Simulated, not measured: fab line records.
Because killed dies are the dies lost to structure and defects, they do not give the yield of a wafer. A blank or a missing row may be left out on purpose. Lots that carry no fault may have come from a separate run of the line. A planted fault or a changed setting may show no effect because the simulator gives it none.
Problem report in the 8D (eight disciplines) form, filled by code | flow n5_finfet | the parts of the form that need people (team, actions taken, sign-off) are left out
Where a reading is given only as a bound, like >300, the bound stands for it, and a mean or a difference that rests on one is marked > or <: the true number lies beyond.

== 1. THE ISSUE ==
Mean of raw_defect_count at N5_BEOL_M0_SAQP_INSPECT_42: 817 across 3 wafers in 2 lots; on wafers with no fault it is 294 (standard deviation 75). That is +7.0 standard deviations from the usual mean.
The step: inspects for defects (brightfield).
First observed at day 8 05:36: wafer L523.2, on defect_inspect-01. At this step, 27 wafers from 9 lots have a number in the record. The rule behind "out" and "out of limits": a value lying over 4 standard deviations away from the usual mean. All remaining wafers that have a number are taken as sound.

== 2. WHAT IT IS, WHAT IT ISN'T ==
question                    | is                                   | is not
which readings at this step | raw_defect_count                     | -
which lots                  | L523, L524                           | L514, L515, L527, L530, L531, L535, L536
which wafers of those lots  | L523.2, L524.1, L524.4               | L523.1, L523.3, L524.3
read on which gauges        | defect_inspect-01, defect_inspect-02 | -
when                        | from day 8 05:36                     | up to then (8 sound wafers); but 16 sound wafers of L524, L527, L530, L531, L535, L536 came after

== 3. SUSPECTS, AND WHAT RULES EACH OUT ==
Counting: any tool at a process step up to the reading remains a suspect provided it ran every lot that is out. Sound lots after the first of them don't rule it out here, since some wafers of a struck lot are sound.
- ruled out: the gauge at N5_BEOL_M0_SAQP_INSPECT_42. The wafers that are out were read on 2 gauges (defect_inspect-01, defect_inspect-02).
- pecvd-03 at N5_BEOL_M0_SAQP_PECVD_03 (deposits SiCN from 3MS/NH3, target thk 12 nm, time 21.1 s): kept. Every lot that is out went through it, the first being L523 (day 8 00:54); the last sound lot it ran before that was L515 (day 6 02:24).
- pecvd-03 at N5_BEOL_M0_SAQP_PECVD_04 (deposits a-Si from SiH4/He, target thk 60 nm, time 60.2 s): kept. Every lot that is out went through it, the first being L523 (day 8 01:01); the last sound lot it ran before that was L515 (day 6 02:31).
- In pecvd-03 at N5_BEOL_M0_SAQP_PECVD_03, the wafers that are out were processed in chamber 1 and their sound lot-mates in chambers 0, 2.
- In pecvd-03 at N5_BEOL_M0_SAQP_PECVD_04, the wafers that are out were processed in chamber 1 and their sound lot-mates in chambers 0, 2.
Remaining after the count are pecvd-03 at N5_BEOL_M0_SAQP_PECVD_03 and pecvd-03 at N5_BEOL_M0_SAQP_PECVD_04.

== 4. THE CAUSE (what the simulator had put in) ==
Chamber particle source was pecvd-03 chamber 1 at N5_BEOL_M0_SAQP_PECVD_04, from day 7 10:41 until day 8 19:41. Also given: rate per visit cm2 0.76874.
This tool is one of the 2 suspects left after counting.

== 5. THE CHAIN OF EFFECTS, in route order ==
One row per reading whose mean, taken over the struck wafers that have a number, lies over 3 standard deviations from the usual. Readings are gone through only where the record gives a usual standard deviation; hours: the median, over the lots, of the time from a lot's start at the first step in this table giving one to that lot's start at this step; sigmas: the change measured in usual standard deviations.
hours | step                       | reading              | usual  | on struck wafers | change | sigmas
0     | N5_BEOL_M0_SAQP_INSPECT_16 | raw_defect_count     | 487    | 961              | +474   | +3.4
4     | N5_BEOL_M0_SAQP_INSPECT_42 | raw_defect_count     | 294    | 817              | +523   | +7.0
5     | N5_BEOL_M0_CUTY_INSPECT_59 | raw_defect_count     | 2.2    | >300             | >+298  | +99 or more
180   | N5_PASSIVATION_PROBE_49    | defect_limited_yield | 91.2 % | 83.7             | -7.5   | -5.0
180   | N5_PASSIVATION_PROBE_49    | killed_at_M0_to_M3   | 34     | 123              | +89    | +8.1
180   | N5_PASSIVATION_PROBE_49    | killed_dies          | 103    | 193              | +90    | +5.0
180   | N5_PASSIVATION_PROBE_49    | killed_on_rim        | 14     | 27               | +13    | +3.2
180   | N5_PASSIVATION_PROBE_49    | sort_bin_5_function  | 5.1 %  | 10.1             | +5.0   | +5.0
180   | N5_PASSIVATION_PROBE_49    | sort_n_pass          | 1076   | 987              | -89    | -4.9
180   | N5_PASSIVATION_PROBE_49    | sort_yield_pct       | 91.2 % | 83.7             | -7.5   | -5.0
It contains these process steps:
- N5_PASSIVATION_PROBE_49
Later steps that measure or inspect, where all struck wafers having a row at the step show a number for every such reading and not one has moved that far: N5_BEOL_M4_RC_MEAS_101.

== 6. WHAT WOULD HAVE CAUGHT IT SOONER ==
The first out-of-limits reading at a measuring or inspecting step in this record came at day 8 05:36, 19 hours after the fault's start at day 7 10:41.
Tool readings at N5_BEOL_M0_SAQP_PECVD_04 with a usual standard deviation given in the record: none out on any struck wafer, hence no alarm at a limit of 4 standard deviations on them.
L524, from the lots that are out (2), started N5_BEOL_M0_SAQP_PECVD_04 on pecvd-03 later than day 8 05:36. It would have been spared by a hold on the tool at that moment.
